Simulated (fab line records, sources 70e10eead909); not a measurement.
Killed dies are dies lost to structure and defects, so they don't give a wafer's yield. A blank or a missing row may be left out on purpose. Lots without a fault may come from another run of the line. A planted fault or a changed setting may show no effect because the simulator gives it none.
Chamber matching | flow nand_harc | NHARC_A_STAIRCASE_DESCUM_291 on rie_diel-07: 4 sister chambers
The step chemistry O2, time 3 s. 4 wafers are shown with their chamber, then 7 later ones without.

WAFERS WITH THEIR CHAMBER
wafer  | chamber | showerhead_plenum_p_Torr (Torr)
L082.6 | 3       | 1.97
L087.4 | 2       | 1.77
L089.1 | 1       | 2.05
L089.3 | 0       | 1.98

WAFERS WITHOUT THEIR CHAMBER
wafer  | showerhead_plenum_p_Torr (Torr)
L089.5 | 2.05
L090.1 | 1.77
L090.4 | 2.05
L090.5 | 1.77
L096.1 | 1.76
L096.5 | 1.76
L096.6 | 2.04

WHICH CHAMBER EACH WENT THROUGH
wafer  | from the rows above | in truth
L089.5 | 1                   | 1
L090.1 | 2                   | 2
L090.4 | 1                   | 1
L090.5 | 2                   | 2
L096.1 | 2                   | 2
L096.5 | 2                   | 2
L096.6 | 1                   | 1
Placed correctly: 7 of 7. Can't be placed from these rows: 0. Placed wrongly: 0.
How it was worked out, from the rows above alone: a wafer's distance from a chamber is the root of the sum, over the readings, of the square of ((its reading less the chamber's mean) divided by the reading's scatter). The wafer belongs to the nearest chamber; if the next one is less than 2 further off, it can't be placed. A chamber's mean is the mean of its shown wafers. The scatter: with one shown wafer a chamber, the root of the mean of the squares of how far each hidden wafer lies from its nearest shown one.
